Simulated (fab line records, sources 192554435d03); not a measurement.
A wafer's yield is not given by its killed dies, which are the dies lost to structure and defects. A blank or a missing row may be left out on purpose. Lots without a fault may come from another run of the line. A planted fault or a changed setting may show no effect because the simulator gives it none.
A single fault, viewed from 2 desks + flow n5Finfet + what lay behind the numbers comes last; until then each desk has only its own

== METROLOGY DESK ==
What the gauges read for every lot (on any tool): the sampled wafers with a number, averaged. A lot is out of limits, marked OUT, if its mean lies more than 4 standard deviations from the usual mean; the brackets give that distance. Only the readings that lie furthest out on some lot appear, 7 of the 10 it has.
Columns: A = DIBL_P at N5_BEOL_M4_RC_MEAS_101, usual 36.3 mV/V; B = IOFF_P at N5_BEOL_M4_RC_MEAS_101, usual 0.21 nA/um; C = ION_N at N5_BEOL_M4_RC_MEAS_101, usual 672 uA/um; D = ION_P at N5_BEOL_M4_RC_MEAS_101, usual 463 uA/um; E = SS_N at N5_BEOL_M4_RC_MEAS_101, usual 71.5 mV/dec; F = VT_N at N5_BEOL_M4_RC_MEAS_101, usual 251 mV; G = VT_P at N5_BEOL_M4_RC_MEAS_101, usual -250 mV
| lot  | first seen here | A    | B    | C   | D   | E    | F   | G    |
|------|-----------------|------|------|-----|-----|------|-----|------|
| L807 | day 8 23:52     | 37.1 | 0.16 | 663 | 451 | 71.3 | 253 | -258 |
| L814 | day 10 05:17    | 38.2 | 0.20 | 668 | 450 | 72.3 | 251 | -252 |
| L813 | day 10 05:49    | 32.6 | 0.19 | 652 | 460 | 70.9 | 256 | -247 |
| L815 | day 10 23:59    | 35.4 | 0.21 | 662 | 456 | 71.8 | 250 | -249 |
Finding of this desk: none of the 4 lots has anything out of limits.

== AT THE TOOL OWNER'S DESK: lithoTrack-05 ==
The tool's own readings at N5_DUMMY_GATE_COAT_34 (time 60 s, resist thk 60 nm): means of the sampled wafers that have a number, for each lot that ran on this tool. A lot is out of limits, marked OUT, if its mean lies more than 4 standard deviations from the usual mean; the brackets give that distance.
Columns: A = spinSpeedRpm at N5_DUMMY_GATE_COAT_34, usual 1499.8 rpm
| lot  | first seen here | A                        |
|------|-----------------|--------------------------|
| L807 | day 3 16:17     | 1501.1                   |
| L814 | day 5 09:46     | 1196.8 (-99 or more) OUT |
| L815 | day 5 19:04     | 1197.5 (-99 or more) OUT |
This desk's verdict: out of limits on L814, L815, starting with L814 at day 5 09:46 (spinSpeedRpm at N5_DUMMY_GATE_COAT_34). In limits: L807.

== TAKEN TOGETHER ==
The tool owner's desk had the chance to raise an alarm at day 5 09:46 on L814, L815.
At the metrology desk, nothing out of limits was observed.
The metrology desk holds a record of L814, L815, inside its limits.
Of the lots named, all ran N5_DUMMY_GATE_COAT_34 on lithoTrack-05.

== WHAT WAS PUT IN BY THE SIMULATOR ==
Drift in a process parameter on lithoTrack-05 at N5_DUMMY_GATE_COAT_34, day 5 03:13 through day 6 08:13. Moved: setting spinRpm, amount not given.
Shown lots that were struck: L814, L815.
Each desk's first reading out of limits, in hours after the fault started: the tool owner's desk, 7.
